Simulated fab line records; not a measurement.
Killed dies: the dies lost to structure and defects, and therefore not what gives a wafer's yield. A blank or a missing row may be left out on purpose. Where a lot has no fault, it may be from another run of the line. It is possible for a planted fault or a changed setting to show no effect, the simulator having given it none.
Problem report in the 8D (eight disciplines) form, filled by code + flow nand-harc + the parts of the form that need people (team, actions taken, sign-off) are left out

1. WHAT IS WRONG
NHARC_END_SORT_01, sort_bin_2_pct: mean 4.7 % over 1 wafer from 1 lot; wafers with no fault: 1.3 %, standard deviation 0.6. Measured from the usual mean, that is +5.7 standard deviations.
The first sign was on wafer L887.4 at day 21 16:49, on prober-02. The record has a number at this step for 15 wafers belonging to 5 lots. The rule behind "out" and "out of limits": a value lying over 4 standard deviations away from the usual mean. The other wafers with a number count as sound.

2. WHAT IT IS AND WHAT IT IS NOT
| question                    | is                                                                                                                                  | is not                                                                                |
|-----------------------------|-------------------------------------------------------------------------------------------------------------------------------------|---------------------------------------------------------------------------------------|
| which readings at this step | sort_bin_2_pct, defect-limited-yield, killed-at-array, killed-dies, sort_bin_3_pct, sort-n-pass, sort-rim-yield-pct, sort-yield-pct | killed-at-other, killed-at-periphery, killed-open, killed-short, sort_bin_4_pct       |
| which lots                  | L887                                                                                                                                | L882, L894, L896, L899                                                                |
| which wafers of those lots  | L887.4                                                                                                                              | L887.2, L887.5                                                                        |
| read on which gauges        | prober-02                                                                                                                           | prober-01                                                                             |
| when                        | from day 21 16:49                                                                                                                   | up to then (4 sound wafers); but 10 sound wafers of L887, L894, L896, L899 came after |

3. THE SUSPECTS, EACH WITH WHAT RULES IT OUT
Counting: if a tool at a process step up to the reading ran every lot that is out, it stays a suspect. Sound lots after the first of them don't rule it out here, since some wafers of a struck lot are sound.
- the gauge at NHARC_END_SORT_01: kept. All the wafers that are out were read on prober-02, and no step on other tools shows them out.
- rie-diel-05 at NHARC_A_BONDPAD_ETCH_34 (etches the open film in N2/H2, target depth 60 nm, overetch 18 nm, time 65.91 s): kept. It ran the lot that is out, L887 (day 20 07:03).
- rie-diel-05 at NHARC_A_BONDPAD_ETCH_12 (etches the open film in CHF3/O2, target depth 220 nm, time 110 s): kept. It ran the lot that is out, L887 (day 20 07:09).
- pvd-sputter-01 at NHARC_A_BONDPAD_PVD_27 (deposits Cu, target thk 30 nm, time 20.49 s): kept. It ran the lot that is out, L887 (day 21 06:05); its last sound lot up to then is L882 (day 20 08:07). NHARC_A_BONDPAD_PVD_27: start missing for some lots; hours and lot order therefore follow NHARC_THIN_TSV_STRIP_56.
- plasma-asher-02 at NHARC_THIN_TSV_STRIP_56 (strips in O2): kept. It ran the lot that is out, L887 (day 21 06:05); its last sound lot up to then is L882 (day 20 08:07).
- In rie-diel-05 at NHARC_A_BONDPAD_ETCH_12, the wafers that are out were processed in chamber 1 and their sound lot-mates in chambers 2, 3.
Left after counting: rie-diel-05 at NHARC_A_BONDPAD_ETCH_34, rie-diel-05 at NHARC_A_BONDPAD_ETCH_12, pvd-sputter-01 at NHARC_A_BONDPAD_PVD_27, plasma-asher-02 at NHARC_THIN_TSV_STRIP_56, prober-02 at NHARC_END_SORT_01.

4. THE CAUSE (what the simulator had put in)
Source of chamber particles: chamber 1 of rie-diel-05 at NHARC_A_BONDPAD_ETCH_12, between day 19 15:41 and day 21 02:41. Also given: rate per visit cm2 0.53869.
Counting left 5 suspects, and this tool is among them.

5. THE CHAIN OF EFFECTS, in route order
Rows list readings where the struck wafers' mean (over those with a number) sits beyond 3 standard deviations from the usual. Scope: only readings with a usual standard deviation given in the record; hours: median across lots of the time from each lot's start at the first step in this table that gives one to its start at this step; sigmas: change in usual standard deviations.
| hours | step              | reading              | usual  | on struck wafers | change | sigmas |
|-------|-------------------|----------------------|--------|------------------|--------|--------|
| 0     | NHARC_END_SORT_01 | defect-limited-yield | 95.8 % | 90.1             | -5.7   | -4.1   |
| 0     | NHARC_END_SORT_01 | killed-at-array      | 24     | 60               | +36    | +4.1   |
| 0     | NHARC_END_SORT_01 | killed-dies          | 28     | 67               | +39    | +4.2   |
| 0     | NHARC_END_SORT_01 | sort_bin_2_pct       | 1.3 %  | 4.7              | +3.4   | +5.7   |
| 0     | NHARC_END_SORT_01 | sort_bin_3_pct       | 0.24 % | 1.33             | +1.09  | +5.5   |
| 0     | NHARC_END_SORT_01 | sort-n-pass          | 649    | 610              | -39    | -4.2   |
| 0     | NHARC_END_SORT_01 | sort-rim-yield-pct   | 94 %   | 77               | -17    | -5.3   |
| 0     | NHARC_END_SORT_01 | sort-yield-pct       | 95.8 % | 90.1             | -5.7   | -4.1   |

6. HOW IT WOULD HAVE BEEN CAUGHT EARLIER
Counted from the fault's start at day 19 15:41, it took 49 hours until the first out-of-limits reading at a measuring or inspecting step in this record, taken at day 21 16:49.
Tool readings at NHARC_A_BONDPAD_ETCH_12 with a usual standard deviation given in the record: none out on any struck wafer, hence no alarm at a limit of 4 standard deviations on them.
By day 21 16:49, every lot that is out (1) had started NHARC_A_BONDPAD_ETCH_12 on rie-diel-05. Holding the tool at that point would not have protected any of them.
